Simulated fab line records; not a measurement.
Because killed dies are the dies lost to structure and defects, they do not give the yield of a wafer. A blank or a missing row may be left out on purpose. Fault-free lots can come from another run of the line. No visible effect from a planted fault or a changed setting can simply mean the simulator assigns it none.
Which tool did it?    flow n5_finfet    Sampling: 8 lots, 22 wafers, 7 of 1938 route steps

WHAT EACH GAUGE READ, for each wafer
N5_BEOL_M4_RC_MEAS_101. Usual: DIBL_N 37.5 mV/V, standard deviation 2; DIBL_P 37.5 mV/V, standard deviation 2.5; IOFF_N 0.18 nA/um, standard deviation 0.042; IOFF_P 0.24 nA/um, standard deviation 0.046; ION_N 677 uA/um, standard deviation 15; ION_P 464 uA/um, standard deviation 9.5; SS_N 72.0 mV/dec, standard deviation 0.76; SS_P 73.6 mV/dec, standard deviation 0.79; VT_N 249 mV, standard deviation 3.5; VT_P -249 mV, standard deviation 3.2.
lot   measured      on         DIBL_N (mV/V)   DIBL_P (mV/V)   IOFF_N (nA/um)  IOFF_P (nA/um)  ION_N (uA/um)  ION_P (uA/um)  SS_N (mV/dec)   SS_P (mV/dec)   VT_N (mV)    VT_P (mV)       flag
L676  day 8 02:11   prober-02  37.0 38.1       38.6 39.7       0.17 0.18       0.23 0.26       691 667        466 458        72.8 72.8       74.1 74.7       247 251      -251 -249       
L678  day 8 13:19   prober-01  36.9 37.5       37.5 39.2       0.16 0.18       0.20 0.23       657 670        451 455        72.8 72.1       73.8 74.4       251 249      -256 -250       
L679  day 8 14:33   prober-02  36.5 37.0 39.3  34.2 36.7 37.7  0.13 0.15 0.18  0.21 0.26 0.26  670 658 680    468 464 470    71.2 71.2 72.3  73.3 73.5 73.6  254 250 247  -247 -248 -245  
L681  day 9 10:41   prober-02  37.3 39.1 34.8  36.9 38.0 35.0  0.17 0.20 0.13  0.24 0.26 0.23  678 684 650    469 472 454    71.4 72.7 71.0  74.0 74.2 74.0  249 248 250  -249 -247 -248  
L688  day 11 07:12  prober-02  39.4 39.2 34.6  39.6 39.9 34.0  0.22 0.21 0.14  0.23 0.25 0.17  676 680 663    457 460 448    72.2 72.6 71.4  74.0 74.8 72.7  248 247 252  -252 -249 -254  
L692  day 12 02:47  prober-01  37.0 34.2 37.5  37.8 33.9 38.3  0.19 0.13 0.19  0.24 0.19 0.25  702 650 671    482 451 465    72.2 71.8 72.0  73.1 72.7 74.7  250 252 248  -248 -251 -247  
L693  day 12 09:40  prober-01  40.8 38.5 39.0  40.6 36.9 38.1  0.23 0.18 0.19  0.29 0.24 0.25  690 655 664    470 457 460    72.2 71.7 71.6  74.2 73.8 73.0  244 249 249  -247 -247 -247  
L696  day 13 06:29  prober-02  39.4 37.3 37.4  38.3 34.9 36.5  0.23 0.18 0.18  0.24 0.19 0.20  708 685 693    470 465 467    72.3 71.6 72.1  74.6 72.8 73.8  244 248 247  -249 -250 -251  

N5_BEOL_M6_OCD_MEAS_38. Usual: trench_depth_nm reads 94.7 nm (standard deviation 2.2).
lot   measured      on      trench_depth_nm (nm)  flag
L676  day 8 20:28   ocd-02  94.3 94.6             
L678  day 9 05:17   ocd-01  94.6 92.7             
L679  day 9 07:22   ocd-02  - - -                 OFF
L681  day 10 01:56  ocd-01  - - -                 OFF
L688  day 12 01:35  ocd-02  95.7 95.9 91.0        
L692  day 12 22:28  ocd-02  92.4 96.2 92.2        
L693  day 13 02:16  ocd-02  93.7 95.8 92.7        
L696  day 13 23:59  ocd-01  96.9 91.7 96.9        

N5_BEOL_M6_CD_MEAS_35: target cd 40 nm, target cd y 28 nm. Usual: cd_nm reads 39.7 nm (standard deviation 0.79).
lot   measured      on         cd_nm (nm)      flag
L676  day 8 20:37   cd_sem-03  40.3 39.9       
L678  day 9 05:27   cd_sem-03  40.1 39.6       
L679  day 9 07:31   cd_sem-01  - - -           OFF
L681  day 10 02:06  cd_sem-01  - - -           OFF
L688  day 12 01:44  cd_sem-03  39.2 39.5 39.6  
L692  day 12 22:38  cd_sem-01  40.4 39.9 41.3  
L693  day 13 02:25  cd_sem-03  41.0 40.2 39.9  
L696  day 14 00:08  cd_sem-03  41.9 39.8 40.9  

EACH LOT AND THE TOOL THAT RAN IT (in order: tool; ch and the chambers of the sampled wafers; start)
lot   N5_BEOL_M6_HM_OPEN_17              N5_BEOL_M6_VIA_ETCH_34              N5_BEOL_M6_ETCH_41                             N5_BEOL_M6_STRIP_80
L676  rie_metal-01 ch 0,1, day 8 19:12   rie_diel-05 ch 0,2, day 8 20:13     rie_diel-05 ch 0,2, day 8 20:28 or earlier     rie_diel-05 ch 0,2, day 8 20:28 or earlier
L678  rie_metal-01 ch 1, day 9 03:39     rie_diel-05 ch 2,3, day 9 05:03     rie_diel-05 ch 2,3, day 9 05:17 or earlier     rie_diel-05 ch 2,3, day 9 05:17 or earlier
L679  rie_metal-01 ch 0,1, day 9 06:08   rie_diel-05 ch 0,3, day 9 07:07     rie_diel-05 ch 0,3, day 9 07:22 or earlier     rie_diel-05 ch 0,3, day 9 07:22 or earlier
L681  rie_metal-01 ch 0,1, day 10 00:12  rie_diel-05 ch 0,1,3, day 10 01:41  rie_diel-05 ch 0,1,3, day 10 01:56 or earlier  rie_diel-05 ch 0,1,3, day 10 01:56 or earlier
L688  rie_metal-03 ch 0,1, day 12 00:23  rie_diel-06 ch 0,2,3, day 12 01:20  rie_diel-06 ch 0,2,3, day 12 01:35 or earlier  rie_diel-06 ch 0,2,3, day 12 01:35 or earlier
L692  rie_metal-01 ch 0,1, day 12 19:25  rie_diel-05 ch 0,1,3, day 12 22:13  rie_diel-05 ch 0,1,3, day 12 22:28 or earlier  rie_diel-05 ch 0,1,3, day 12 22:28 or earlier
L693  rie_metal-01 ch 0,1, day 13 00:39  rie_diel-05 ch 0,1,3, day 13 02:01  rie_diel-05 ch 0,1,3, day 13 02:16 or earlier  rie_diel-05 ch 0,1,3, day 13 02:16 or earlier
L696  rie_metal-02 ch 1, day 13 22:47    rie_diel-04 ch 1,2, day 13 23:44    rie_diel-04 ch 1,2, day 13 23:59 or earlier    rie_diel-04 ch 1,2, day 13 23:59 or earlier
- N5_BEOL_M6_HM_OPEN_17: chemistry Cl2/BCl3, target TiN, target depth 20 nm, overetch 6 nm.
- N5_BEOL_M6_VIA_ETCH_34: etches SiCOH lowk in C4F6/O2, target depth 126.3 nm, time 50.9 s.
- N5_BEOL_M6_ETCH_41: etches SiCN in CH3F/O2, target depth 29.7 nm, time 52 s.
- N5_BEOL_M6_STRIP_80: strips in N2/H2, time 10 s.

WHAT THE TOOLS THEMSELVES READ (means of the sampled wafers that have a number; where no wafer has one, the mark that the record gives instead)
N5_BEOL_M6_HM_OPEN_17. Usual: bias_w 126.0 W, standard deviation 0.39; drypump_motor_current_A 5.7 A, standard deviation 0.57; he_backside_leak_sccm 3.38 sccm, standard deviation 0.19; mfc_cl2_sccm 53.24 sccm, standard deviation 0.17; oes_product_au 0.67 a.u., standard deviation 0.072; throttle_valve_pct 21.99 %, standard deviation 0.25.
lot   tool          bias_w (W)  drypump_motor_current_A (A)  he_backside_leak_sccm (sccm)  mfc_cl2_sccm (sccm)  oes_product_au (a.u.)  throttle_valve_pct (%)  flag
L676  rie_metal-01  125.8       5.7                          3.29                          53.06                0.65                   22.05                   
L678  rie_metal-01  126.1       6.2                          3.35                          53.34                0.64                   21.73                   
L679  rie_metal-01  126.0       5.9                          3.46                          53.16                0.54                   22.14                   
L681  rie_metal-01  125.8       5.5                          3.29                          53.46                0.55                   22.31                   
L688  rie_metal-03  125.8       5.5                          3.42                          53.32                0.63                   22.10                   
L692  rie_metal-01  125.6       5.5                          3.21                          53.28                0.63                   22.16                   
L693  rie_metal-01  126.0       5.9                          3.29                          52.98                0.63                   21.95                   
L696  rie_metal-02  126.0       5.5                          3.79                          53.24                0.70                   21.71                   

N5_BEOL_M6_VIA_ETCH_34. Usual: O2_flow_sccm 10.002 sccm, standard deviation 0.029; bias_w 184.9 W, standard deviation 0.53; drypump_motor_current_A 5.6 A, standard deviation 0.46; oes_product_au 0.84 a.u., standard deviation 0.095; rf_vpp_V 661 V, standard deviation 28; showerhead_plenum_p_Torr 2.89 Torr, standard deviation 0.071; throttle_valve_pct 20.80 %, standard deviation 0.21.
lot   tool         O2_flow_sccm (sccm)  bias_w (W)  drypump_motor_current_A (A)  oes_product_au (a.u.)  rf_vpp_V (V)  showerhead_plenum_p_Torr (Torr)  throttle_valve_pct (%)  flag
L676  rie_diel-05  10.017               184.6       6.2                          0.78                   648           2.97                             20.79                   
L678  rie_diel-05  9.994                184.5       5.9                          0.86                   618           3.00                             20.75                   
L679  rie_diel-05  10.013               184.5       5.9                          0.30                   662           2.94                             20.46                   OFF
L681  rie_diel-05  9.979                184.8       5.6                          0.33                   662           2.94                             20.49                   OFF
L688  rie_diel-06  9.979                185.3       5.9                          0.73                   692           2.88                             20.83                   
L692  rie_diel-05  9.999                185.0       5.6                          0.83                   662           2.93                             20.67                   
L693  rie_diel-05  9.997                185.4       5.6                          0.83                   662           2.93                             20.67                   
L696  rie_diel-04  9.980                185.1       5.0                          0.92                   660           2.90                             20.97                   

N5_BEOL_M6_ETCH_41. Usual: O2_flow_sccm 19.99 sccm, standard deviation 0.066; bias_w 75.00 W, standard deviation 0.21; drypump_motor_current_A 5.6 A, standard deviation 0.46; oes_product_au 0.84 a.u., standard deviation 0.093; rf_vpp_V 298.0 V, standard deviation 1.3; showerhead_plenum_p_Torr 2.04 Torr, standard deviation 0.051; throttle_valve_pct 16.22 %, standard deviation 0.2.
lot   tool         O2_flow_sccm (sccm)  bias_w (W)  drypump_motor_current_A (A)  oes_product_au (a.u.)  rf_vpp_V (V)  showerhead_plenum_p_Torr (Torr)  throttle_valve_pct (%)  flag
L676  rie_diel-05  20.00                74.96       6.2                          0.78                   299.2         2.09                             16.23                   
L678  rie_diel-05  20.02                75.00       5.9                          0.85                   299.0         2.12                             16.14                   
L679  rie_diel-05  19.94                74.92       5.9                          0.79                   299.2         2.08                             16.10                   
L681  rie_diel-05  20.00                74.88       5.6                          0.87                   299.7         2.07                             16.08                   
L688  rie_diel-06  19.96                74.83       5.8                          0.73                   297.8         2.02                             16.28                   
L692  rie_diel-05  20.05                75.10       5.6                          0.83                   298.8         2.06                             16.13                   
L693  rie_diel-05  19.98                75.05       5.6                          0.83                   299.7         2.06                             16.13                   
L696  rie_diel-04  20.00                74.92       5.0                          0.91                   298.3         2.04                             16.34                   

N5_BEOL_M6_STRIP_80. Usual: drypump_motor_current_A 5.6 A, standard deviation 0.47; oes_product_au 0.83 a.u., standard deviation 0.097; rf_vpp_V 59.1 V, standard deviation 0.82; showerhead_plenum_p_Torr 2.59 Torr, standard deviation 0.079; throttle_valve_pct 23.60 %, standard deviation 0.27.
lot   tool         drypump_motor_current_A (A)  oes_product_au (a.u.)  rf_vpp_V (V)  showerhead_plenum_p_Torr (Torr)  throttle_valve_pct (%)  flag
L676  rie_diel-05  6.2                          0.77                   58.6          2.65                             23.45                   
L678  rie_diel-05  5.9                          0.85                   59.2          2.70                             23.77                   
L679  rie_diel-05  5.9                          0.79                   59.2          2.66                             23.50                   
L681  rie_diel-05  5.6                          0.87                   59.0          2.65                             23.56                   
L688  rie_diel-06  5.9                          0.72                   58.7          2.57                             23.66                   
L692  rie_diel-05  5.6                          0.82                   58.5          2.64                             23.59                   
L693  rie_diel-05  5.6                          0.83                   59.9          2.64                             23.58                   
L696  rie_diel-04  5.0                          0.91                   59.8          2.58                             23.80                   

THE ANSWER, worked out from the rows above alone
Rule: take the mean of a lot's wafers that have a number; if it is more than 3 standard deviations from the usual mean, the lot is off. Also off: a lot with no number at a reading for which 4 or more lots have one. All remaining lots with rows at the step are treated as sound. The gauges are gone through in route order, then the tools' own readings, and for those a lot's mean is taken as printed above. At the first step where some lot is off, the reading lying furthest off is the one used; lots without a number count as furthest.
Off at N5_BEOL_M6_OCD_MEAS_38 (trench_depth_nm): L679, L681. Without a number there: L679, L681.
A tool fits if, at a process step before that reading, it ran every lot that is off, and no sound lot after the first of them. Not tried: the gauges at N5_BEOL_M6_OCD_MEAS_38; whatever is off there is also off at N5_BEOL_M6_CD_MEAS_35, on other tools, and gauge error can't account for it. N5_BEOL_M6_ETCH_41: start missing for some lots; hours and lot order therefore follow N5_BEOL_M6_OCD_MEAS_38. N5_BEOL_M6_STRIP_80: start missing for some lots; hours and lot order therefore follow N5_BEOL_M6_OCD_MEAS_38. No candidate that was tried fits.

WHAT THE SIMULATOR PUT IN
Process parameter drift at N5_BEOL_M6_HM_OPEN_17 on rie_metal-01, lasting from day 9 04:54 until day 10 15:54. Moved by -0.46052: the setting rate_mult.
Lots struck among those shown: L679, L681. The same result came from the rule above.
